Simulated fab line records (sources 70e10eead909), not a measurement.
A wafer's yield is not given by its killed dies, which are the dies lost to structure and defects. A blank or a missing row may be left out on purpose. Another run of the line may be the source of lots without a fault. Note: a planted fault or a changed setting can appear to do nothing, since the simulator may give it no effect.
Matching of chambers    flow nand harc    NHARC_A_STAIRCASE_DEP_156 on pecvd-01 has 3 sister chambers
The step deposits SiNx, target thk 50 nm. 3 wafers are shown with their chamber, then 7 later ones without.

WAFERS, EACH WITH ITS CHAMBER
wafer   chamber  heater power w (W)
L083.4  0        689
L087.2  1        599
L087.3  2        617

WAFERS MISSING THEIR CHAMBER
wafer   heater power w (W)
L087.4  598
L090.1  708
L090.4  563
L090.6  685
L096.2  662
L096.3  680
L096.6  669

WHICH CHAMBER EACH ONE RAN IN
wafer    from the rows above            in truth
L087.4   can't be placed: 1 or 2        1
L090.1   0                              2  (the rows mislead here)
L090.4   can't be placed: 1 or 2        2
L090.6   0                              0
L096.2   can't be placed: 0 or 2 or 1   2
L096.3   0                              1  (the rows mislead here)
L096.6   can't be placed: 0 or 2        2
1 of 7 placed correctly. These rows do not allow placing 4 (true chamber among the candidates in 4). Wrongly placed: 2.
How it was worked out, from the rows above alone: a wafer's distance from a chamber is the root of the sum, over the readings, of the square of ((its reading less the chamber's mean) divided by the reading's scatter). The wafer belongs to the nearest chamber; if the next one is less than 2 further off, it can't be placed. A chamber's mean is the mean of its shown wafers. The scatter: root of mean squared gap, hidden wafer to nearest shown wafer, with one shown wafer a chamber.
